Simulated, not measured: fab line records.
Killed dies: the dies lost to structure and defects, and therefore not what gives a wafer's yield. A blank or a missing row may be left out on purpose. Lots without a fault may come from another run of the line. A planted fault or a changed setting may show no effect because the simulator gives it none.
Which tool is to blame? ; flow nand-harc ; 12 lots (36 wafers sampled), 1 step of a 1302-step route

== WHAT THE GAUGES SHOWED, per wafer ==
NHARC_P_STI_INSPECT_11.
lot;measured;on;raw-defect-count
L075;day 3 10:05;defect-inspect-02;7 3 8
L077;day 4 02:55;defect-inspect-01;12 5 4
L079;day 4 21:06;defect-inspect-01;4 8 8
L081;day 5 17:55;defect-inspect-01;9 6 8
L083;day 6 15:41;defect-inspect-01;3 2 5
L085;day 7 09:00;defect-inspect-02;7 2 7
L087;day 8 05:03;defect-inspect-02;7 6 5
L089;day 9 00:55;defect-inspect-01;9 11 7
L091;day 9 20:40;defect-inspect-01;11 5 11
L093;day 10 17:53;defect-inspect-01;6 11 7
L095;day 11 13:56;defect-inspect-01;1 6 4
L097;day 12 09:28;defect-inspect-02;10 5 8

== EACH LOT AND THE TOOL THAT RAN IT (in order: tool; ch and the chambers of the sampled wafers; start) ==
The record holds no process step before these readings.

== THE ANSWER, worked out from the rows above alone ==
Rule: what is usual is taken from the lots themselves. Put in order of their means at a reading, lots are off if they are a third of the lots or fewer, leave a main group of 4 or more, and stand apart from it by a gap of 3 or more times the standard deviation of the main group's means; of several such gaps the widest counts. A main group whose means are all the same, to the digits that the tables above print for the reading, isn't used. Also off: a lot with no number at a reading for which 4 or more lots have one. The other lots that the step has rows for count as sound.
No lot is off on any of the readings shown, so nothing can be concluded from this.

== WHAT THE SIMULATOR HAD INSERTED ==
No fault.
